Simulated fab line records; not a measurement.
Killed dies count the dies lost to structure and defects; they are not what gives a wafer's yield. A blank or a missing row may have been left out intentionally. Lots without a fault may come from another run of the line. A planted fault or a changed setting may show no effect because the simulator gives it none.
Matching of chambers / flow n5-finfet / rie-diel-03 running N5_BEOL_M3_STRIP_36: 4 sister chambers
The step strips in N2/H2. 14 wafers are shown with their chamber, then 7 later ones without.

EACH WAFER AND ITS CHAMBER
wafer=L080.1; chamber=2; showerhead-plenum-p-Torr (Torr)=2.48; drypump-motor-current-A (A)=6.3; oes-product-au (a.u.)=0.94
wafer=L080.4; chamber=3; showerhead-plenum-p-Torr (Torr)=2.63; drypump-motor-current-A (A)=6.3; oes-product-au (a.u.)=0.76
wafer=L080.5; chamber=1; showerhead-plenum-p-Torr (Torr)=2.64; drypump-motor-current-A (A)=6.1; oes-product-au (a.u.)=0.74
wafer=L078.4; chamber=1; showerhead-plenum-p-Torr (Torr)=2.64; drypump-motor-current-A (A)=6.1; oes-product-au (a.u.)=0.74
wafer=L078.5; chamber=2; showerhead-plenum-p-Torr (Torr)=2.48; drypump-motor-current-A (A)=6.3; oes-product-au (a.u.)=0.92
wafer=L078.6; chamber=1; showerhead-plenum-p-Torr (Torr)=2.64; drypump-motor-current-A (A)=6.2; oes-product-au (a.u.)=0.74
wafer=L081.3; chamber=0; showerhead-plenum-p-Torr (Torr)=2.48; drypump-motor-current-A (A)=5.6; oes-product-au (a.u.)=0.87
wafer=L081.5; chamber=0; showerhead-plenum-p-Torr (Torr)=2.48; drypump-motor-current-A (A)=5.6; oes-product-au (a.u.)=0.87
wafer=L081.6; chamber=1; showerhead-plenum-p-Torr (Torr)=2.64; drypump-motor-current-A (A)=6.1; oes-product-au (a.u.)=0.74
wafer=L085.1; chamber=0; showerhead-plenum-p-Torr (Torr)=2.47; drypump-motor-current-A (A)=5.6; oes-product-au (a.u.)=0.87
wafer=L085.2; chamber=2; showerhead-plenum-p-Torr (Torr)=2.47; drypump-motor-current-A (A)=6.3; oes-product-au (a.u.)=0.91
wafer=L085.3; chamber=3; showerhead-plenum-p-Torr (Torr)=2.63; drypump-motor-current-A (A)=6.4; oes-product-au (a.u.)=0.75
wafer=L083.2; chamber=0; showerhead-plenum-p-Torr (Torr)=2.47; drypump-motor-current-A (A)=5.6; oes-product-au (a.u.)=0.88
wafer=L083.5; chamber=1; showerhead-plenum-p-Torr (Torr)=2.63; drypump-motor-current-A (A)=6.1; oes-product-au (a.u.)=0.76

SIGNATURES, as means of the wafers listed above
reading=showerhead-plenum-p-Torr; chamber 0=2.4750; chamber 1=2.6380; chamber 2=2.4767; chamber 3=2.6300; scatter within a chamber=0.00497
reading=drypump-motor-current-A; chamber 0=5.600; chamber 1=6.120; chamber 2=6.300; chamber 3=6.350; scatter within a chamber=0.0361
reading=oes-product-au; chamber 0=0.8725; chamber 1=0.7440; chamber 2=0.9233; chamber 3=0.7550; scatter within a chamber=0.00955
Rule: for each reading, subtract the chamber's mean from the wafer's reading, divide by that reading's scatter and square the result; add these up over the readings and take the root, which gives the wafer's distance from the chamber. The wafer belongs to the nearest chamber; if the next one is less than 2 further off, it can't be placed. How the scatter is found: for the shown wafers, subtract from each reading the mean of its chamber, square and add these, divide the total by (wafers less chambers), then take the root.

WAFERS WITH NO CHAMBER GIVEN
wafer=L083.6; showerhead-plenum-p-Torr (Torr)=2.47; drypump-motor-current-A (A)=5.7; oes-product-au (a.u.)=0.88
wafer=L090.1; showerhead-plenum-p-Torr (Torr)=2.47; drypump-motor-current-A (A)=5.6; oes-product-au (a.u.)=0.87
wafer=L090.2; showerhead-plenum-p-Torr (Torr)=2.63; drypump-motor-current-A (A)=6.2; oes-product-au (a.u.)=0.73
wafer=L090.6; showerhead-plenum-p-Torr (Torr)=2.62; drypump-motor-current-A (A)=6.3; oes-product-au (a.u.)=0.75
wafer=L093.1; showerhead-plenum-p-Torr (Torr)=2.63; drypump-motor-current-A (A)=6.1; oes-product-au (a.u.)=0.71
wafer=L093.3; showerhead-plenum-p-Torr (Torr)=2.62; drypump-motor-current-A (A)=6.3; oes-product-au (a.u.)=0.73
wafer=L093.4; showerhead-plenum-p-Torr (Torr)=2.47; drypump-motor-current-A (A)=6.3; oes-product-au (a.u.)=0.88

WHICH CHAMBER EACH ONE RAN IN
wafer=L083.6; from the rows above=0; in truth=0
wafer=L090.1; from the rows above=0; in truth=0
wafer=L090.2; from the rows above=can't be placed: 1 or 3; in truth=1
wafer=L090.6; from the rows above=3; in truth=3
wafer=L093.1; from the rows above=1; in truth=1
wafer=L093.3; from the rows above=3; in truth=3
wafer=L093.4; from the rows above=2; in truth=2
Correct placement for 6 of the 7. Cannot be placed on the basis of these rows: 1; the candidates contain the true chamber in 1. Wrongly placed: 0.
